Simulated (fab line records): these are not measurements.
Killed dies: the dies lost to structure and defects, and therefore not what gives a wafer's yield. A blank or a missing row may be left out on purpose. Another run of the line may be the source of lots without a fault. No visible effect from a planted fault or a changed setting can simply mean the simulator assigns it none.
What tool caused it? -- flow nand_harc -- 12 lots, 36 wafers sampled, at 1 step of a route of 1159

WHAT THE GAUGES SHOWED, per wafer
NHARC_A_CHANNEL_HOLE_D1_INSPECT_12.
lot,measured,on,raw_defect_count
L075,day 8 20:40,defect_inspect-02,6 7 5
L080,day 9 06:04,defect_inspect-01,6 7 13
L078,day 9 06:34,defect_inspect-02,4 9 5
L081,day 9 20:59,defect_inspect-01,8 1 6
L082,day 10 11:16,defect_inspect-01,5 6 2
L087,day 11 10:25,defect_inspect-02,5 9 6
L085,day 11 11:52,defect_inspect-01,4 1 4
L088,day 12 04:20,defect_inspect-02,10 4 2
L090,day 12 07:29,defect_inspect-02,6 3 5
L092,day 12 16:24,defect_inspect-02,5 3 1
L096,day 13 08:19,defect_inspect-01,6 6 10
L097,day 14 03:49,defect_inspect-01,7 3 7

TOOL THAT RAN EACH LOT (tool first, then ch and the chambers of the sampled wafers, then the start)
Record: no process step prior to these readings.

THE ANSWER, worked out from the rows above alone
Rule: what is usual is taken from the lots themselves. The widest of any qualifying gaps counts: lots, ordered by their means at a reading, are off when they make up no more than a third of the lots, leave a main group of 4 or more, and stand apart from it by 3 or more times the standard deviation of that group's means. A main group is skipped when, at the precision printed for the reading in the tables above, its means are all equal. A lot without any number at a reading at which 4 lots or more have one is off too. Any other lot the step has rows for is counted as sound.
None of the lots is off at any reading shown; this tells nothing.

WHAT WAS PUT IN BY THE SIMULATOR
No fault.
